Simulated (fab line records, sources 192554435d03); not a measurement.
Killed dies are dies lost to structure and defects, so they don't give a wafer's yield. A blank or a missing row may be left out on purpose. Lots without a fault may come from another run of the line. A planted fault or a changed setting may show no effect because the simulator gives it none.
Chamber matching | flow n5_finfet | N5_DUMMY_GATE_ETCH_36 on rie_diel-04: 4 sister chambers
The step etches SiARC in CF4, target depth 13 nm. 18 wafers are shown with their chamber, then 9 later ones without.

WAFERS WITH THEIR CHAMBER
wafer  | chamber | throttle_valve_pct (%) | showerhead_plenum_p_Torr (Torr) | oes_product_au (a.u.)
L075.3 | 0       | 15.85                  | 2.23                            | 0.71
L075.4 | 1       | 15.94                  | 2.15                            | 0.72
L075.6 | 2       | 15.44                  | 2.28                            | 0.91
L076.2 | 2       | 15.45                  | 2.28                            | 0.90
L076.4 | 0       | 15.87                  | 2.23                            | 0.71
L076.5 | 3       | 15.75                  | 2.24                            | 0.73
L078.1 | 3       | 15.75                  | 2.24                            | 0.73
L078.2 | 0       | 15.87                  | 2.23                            | 0.71
L078.4 | 1       | 15.94                  | 2.14                            | 0.70
L081.2 | 2       | 15.47                  | 2.27                            | 0.87
L081.4 | 1       | 15.96                  | 2.14                            | 0.70
L081.6 | 1       | 15.95                  | 2.14                            | 0.70
L083.1 | 2       | 15.47                  | 2.27                            | 0.87
L083.2 | 0       | 15.89                  | 2.22                            | 0.70
L083.5 | 2       | 15.48                  | 2.27                            | 0.87
L086.3 | 3       | 15.77                  | 2.23                            | 0.71
L086.4 | 1       | 16.00                  | 2.14                            | 0.69
L086.5 | 3       | 15.76                  | 2.23                            | 0.72

SIGNATURES (means of the wafers above)
reading                  | chamber 0 | chamber 1 | chamber 2 | chamber 3 | scatter within a chamber
throttle_valve_pct       | 15.8700   | 15.9580   | 15.4620   | 15.7575   | 0.0182
showerhead_plenum_p_Torr | 2.2275    | 2.1420    | 2.2740    | 2.2350    | 0.00518
oes_product_au           | 0.7075    | 0.7020    | 0.8840    | 0.7225    | 0.013
Rule: a wafer's distance from a chamber is the root of the sum, over the readings, of the square of ((its reading less the chamber's mean) divided by the reading's scatter). The wafer belongs to the nearest chamber; if the next one is less than 2 further off, it can't be placed. The scatter: the root of (the sum of the squares of (reading less its chamber's mean) over the shown wafers, divided by (wafers less chambers)).

WAFERS WITHOUT THEIR CHAMBER
wafer  | throttle_valve_pct (%) | showerhead_plenum_p_Torr (Torr) | oes_product_au (a.u.)
L089.4 | 15.77                  | 2.23                            | 0.70
L089.5 | 16.02                  | 2.13                            | 0.68
L089.6 | 15.50                  | 2.27                            | 0.85
L090.2 | 16.00                  | 2.13                            | 0.68
L090.3 | 15.78                  | 2.23                            | 0.71
L090.6 | 15.91                  | 2.22                            | 0.69
L093.2 | 16.01                  | 2.13                            | 0.67
L093.3 | 15.91                  | 2.22                            | 0.69
L093.6 | 15.79                  | 2.23                            | 0.71

WHICH CHAMBER EACH WENT THROUGH
wafer  | from the rows above | in truth
L089.4 | 3                   | 3
L089.5 | 1                   | 1
L089.6 | 2                   | 2
L090.2 | 1                   | 1
L090.3 | 3                   | 3
L090.6 | 0                   | 0
L093.2 | 1                   | 1
L093.3 | 0                   | 0
L093.6 | 3                   | 3
Placed correctly: 9 of 9. Can't be placed from these rows: 0. Placed wrongly: 0.
